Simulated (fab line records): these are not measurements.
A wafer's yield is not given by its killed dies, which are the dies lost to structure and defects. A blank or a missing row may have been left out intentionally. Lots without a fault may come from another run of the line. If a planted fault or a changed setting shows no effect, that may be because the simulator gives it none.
Chamber matching | flow nand harc | NHARC_A_ZERO_WELL_DESCUM_12 on rie diel-12: 4 sister chambers
The step chemistry O2, time 3 s. 16 wafers are shown with their chamber, then 8 later ones without.

## WAFERS, EACH WITH ITS CHAMBER
wafer  | chamber | drypump motor current A (A) | oes product au (a.u.) | throttle valve pct (%)
L736.1 | 1       | 5.7                         | 1.010                 | 11.313
L736.2 | 0       | 5.9                         | 0.996                 | 11.326
L736.4 | 2       | 5.6                         | 0.999                 | 11.312
L739.2 | 1       | 5.7                         | 1.009                 | 11.310
L739.3 | 2       | 5.6                         | 0.988                 | 11.309
L739.5 | 2       | 5.6                         | 0.998                 | 11.306
L748.1 | 1       | 5.7                         | 1.011                 | 11.319
L748.2 | 3       | 6.2                         | 0.986                 | 11.330
L748.4 | 2       | 5.5                         | 0.998                 | 11.317
L747.2 | 2       | 5.6                         | 0.993                 | 11.327
L747.4 | 0       | 5.9                         | 0.982                 | 11.316
L747.5 | 1       | 5.6                         | 1.017                 | 11.315
L749.1 | 0       | 5.9                         | 0.990                 | 11.303
L749.3 | 1       | 5.7                         | 1.024                 | 11.323
L749.4 | 3       | 6.2                         | 1.001                 | 11.316
L752.2 | 2       | 5.6                         | 1.000                 | 11.306

SIGNATURES (averages over the wafers above)
reading                 | chamber 0 | chamber 1 | chamber 2 | chamber 3 | scatter within a chamber
drypump motor current A | 5.900     | 5.680     | 5.583     | 6.200     | 0.0369
oes product au          | 0.98933   | 1.01420   | 0.99600   | 0.99350   | 0.0063
throttle valve pct      | 11.31500  | 11.31600  | 11.31283  | 11.32300  | 0.00814
Rule: distance of a wafer from a chamber = root of the sum over the readings of ((wafer's reading minus chamber's mean) / reading's scatter) squared. The wafer belongs to the nearest chamber; if the next one is less than 2 further off, it can't be placed. The scatter is the square root of a quotient: the sum, over the shown wafers, of each reading's squared deviation from its chamber's mean, divided by wafers minus chambers.

## WAFERS WITHOUT THEIR CHAMBER
wafer  | drypump motor current A (A) | oes product au (a.u.) | throttle valve pct (%)
L752.3 | 5.9                         | 1.001                 | 11.316
L752.6 | 5.6                         | 1.004                 | 11.295
L753.1 | 6.0                         | 0.997                 | 11.314
L753.3 | 5.6                         | 0.999                 | 11.316
L753.4 | 5.7                         | 1.019                 | 11.303
L755.2 | 5.7                         | 1.013                 | 11.329
L755.4 | 5.9                         | 0.974                 | 11.304
L755.6 | 5.7                         | 0.995                 | 11.311

## EACH ONE'S CHAMBER
wafer  | from the rows above     | in truth
L752.3 | 0                       | 0
L752.6 | can't be placed: 2 or 1 | 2
L753.1 | 0                       | 0
L753.3 | 2                       | 2
L753.4 | 1                       | 1
L755.2 | 1                       | 1
L755.4 | 0                       | 0
L755.6 | can't be placed: 1 or 2 | 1
Correct placement for 6 of the 8. Cannot be placed on the basis of these rows: 2; the candidates contain the true chamber in 2. 0 placed wrongly.
